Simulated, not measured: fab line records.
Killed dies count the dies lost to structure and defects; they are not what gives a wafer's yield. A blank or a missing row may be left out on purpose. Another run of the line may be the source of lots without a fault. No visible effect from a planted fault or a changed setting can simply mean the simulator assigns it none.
Which tool did it?    flow nand harc    24 lots with 72 wafers sampled at 3 steps, on a route of 1302 steps

== WHAT EACH GAUGE READ, for each wafer ==
NHARC_A_SOURCE_PLATE_THK_MEAS_09: measures by ellipsometry.
lot   measured      on             thk nm (nm)
L074  day 7 01:04   film metro-02  10.5 8.6 9.4
L075  day 8 01:35   film metro-02  11.5 9.9 11.6
L077  day 8 04:38   film metro-02  8.9 10.5 10.7
L076  day 8 04:38   film metro-01  8.5 9.9 10.3
L078  day 9 06:53   film metro-01  9.4 9.9 10.2
L079  day 9 06:53   film metro-02  8.6 8.1 11.2
L080  day 9 17:12   film metro-02  11.2 8.6 8.0
L081  day 10 00:08  film metro-01  9.8 8.0 8.7
L082  day 10 17:41  film metro-01  10.0 11.3 8.1
L083  day 10 17:41  film metro-02  10.1 10.0 10.0
L084  day 11 16:05  film metro-01  9.6 9.8 9.8
L085  day 11 19:10  film metro-02  8.2 9.7 9.2
L086  day 13 03:27  film metro-01  11.3 8.3 9.4
L088  day 13 03:27  film metro-02  9.5 8.1 9.8
L089  day 13 03:27  film metro-02  7.4 10.5 10.5
L087  day 13 13:07  film metro-01  9.8 8.8 10.5
L090  day 14 07:10  film metro-01  9.1 9.6 9.6
L091  day 14 07:10  film metro-02  8.8 9.8 9.4
L092  day 14 21:06  film metro-01  11.5 9.4 9.4
L093  day 15 08:13  film metro-02  8.9 10.0 10.2
L094  day 15 20:00  film metro-02  8.7 9.7 10.7
L096  day 16 06:04  film metro-01  10.4 10.2 10.5
L095  day 16 06:04  film metro-02  9.7 9.2 8.6
L097  day 16 18:25  film metro-01  8.1 10.1 9.4

NHARC_A_SOURCE_PLATE_INSPECT_08.
lot   measured      on                 raw defect count
L074  day 7 13:34   defect inspect-01  88 111 153
L075  day 8 14:47   defect inspect-01  80 86 89
L077  day 8 14:47   defect inspect-02  41 45 63
L076  day 8 14:50   defect inspect-01  48 79 62
L078  day 9 19:27   defect inspect-01  39 37 29
L079  day 9 19:27   defect inspect-02  78 45 66
L080  day 10 08:53  defect inspect-01  37 64 56
L081  day 10 13:15  defect inspect-01  48 70 58
L082  day 11 06:33  defect inspect-02  45 55 38
L083  day 11 06:33  defect inspect-01  84 57 53
L084  day 12 05:08  defect inspect-01  80 86 59
L085  day 12 05:08  defect inspect-02  31 42 42
L086  day 13 17:54  defect inspect-02  74 62 106
L088  day 13 17:56  defect inspect-01  40 58 77
L089  day 13 17:53  defect inspect-01  14 54 26
L087  day 14 01:34  defect inspect-02  29 49 37
L090  day 14 20:17  defect inspect-01  75 48 103
L091  day 14 20:17  defect inspect-02  45 40 84
L092  day 15 11:52  defect inspect-01  40 30 23
L093  day 15 23:40  defect inspect-02  50 55 63
L094  day 16 08:45  defect inspect-02  91 38 103
L096  day 16 21:38  defect inspect-02  53 98 48
L095  day 16 21:38  defect inspect-02  38 78 70
L097  day 17 08:14  defect inspect-02  26 38 33

NHARC_A_ONON_D1_THK_MEAS_30: measures by ellipsometry.
lot   measured      on             thk nm (nm)
L074  day 8 05:57   film metro-02  1007 1007 1007
L075  day 9 04:16   film metro-02  1005 1005 1007
L077  day 9 04:25   film metro-01  1003 1003 1006
L076  day 9 04:38   film metro-02  998 998 999
L078  day 10 08:24  film metro-02  1002 1000 1002
L079  day 10 08:24  film metro-01  1014 1015 1013
L080  day 10 22:07  film metro-02  1003 1002 1004
L081  day 11 04:48  film metro-01  1015 1015 1014
L082  day 11 19:27  film metro-01  1001 1000 998
L083  day 11 19:27  film metro-02  1013 1015 1012
L084  day 12 18:02  film metro-02  999 1003 1001
L085  day 12 18:01  film metro-01  979 981 978
L086  day 14 10:49  film metro-02  992 992 990
L088  day 14 10:49  film metro-01  999 1001 1001
L089  day 14 10:49  film metro-02  1007 1007 1007
L087  day 14 18:40  film metro-02  1011 1011 1011
L090  day 15 09:17  film metro-01  1016 1016 1016
L091  day 15 09:16  film metro-02  990 989 989
L092  day 16 03:59  film metro-02  991 992 991
L093  day 16 12:53  film metro-01  999 996 999
L094  day 16 21:37  film metro-01  1002 1002 1001
L096  day 17 10:37  film metro-02  990 990 991
L095  day 17 10:34  film metro-01  998 999 999
L097  day 17 21:10  film metro-01  994 994 994

== EACH LOT AND THE TOOL THAT RAN IT (in order: tool; ch and the chambers of the sampled wafers; start) ==
No process step before these readings appears in the record.

== AS READ BY THE TOOLS THEMSELVES (means over the sampled wafers that have a number; for cases with no such wafer, the mark the record gives instead) ==
The record holds no such reading with a usual standard deviation.

== THE ANSWER, worked out from the rows above alone ==
Rule: what is usual is taken from the lots themselves. Put in order of their means at a reading, lots are off if they are a third of the lots or fewer, leave a main group of 4 or more, and stand apart from it by a gap of 3 or more times the standard deviation of the main group's means; of several such gaps the widest counts. A main group is skipped when, at the precision printed for the reading in the tables above, its means are all equal. A lot without any number at a reading at which 4 lots or more have one is off too. Where the step has rows for the other lots, those lots are counted as sound. The gauges are gone through in route order, then the tools' own readings, and for those a lot's mean is taken as printed above. The first step at which some lot is off is used, and at that step the reading that is off furthest; a lot without a number counts as furthest.
No lot is off at any reading shown: from this, nothing can be told.

== WHAT THE SIMULATOR PUT IN ==
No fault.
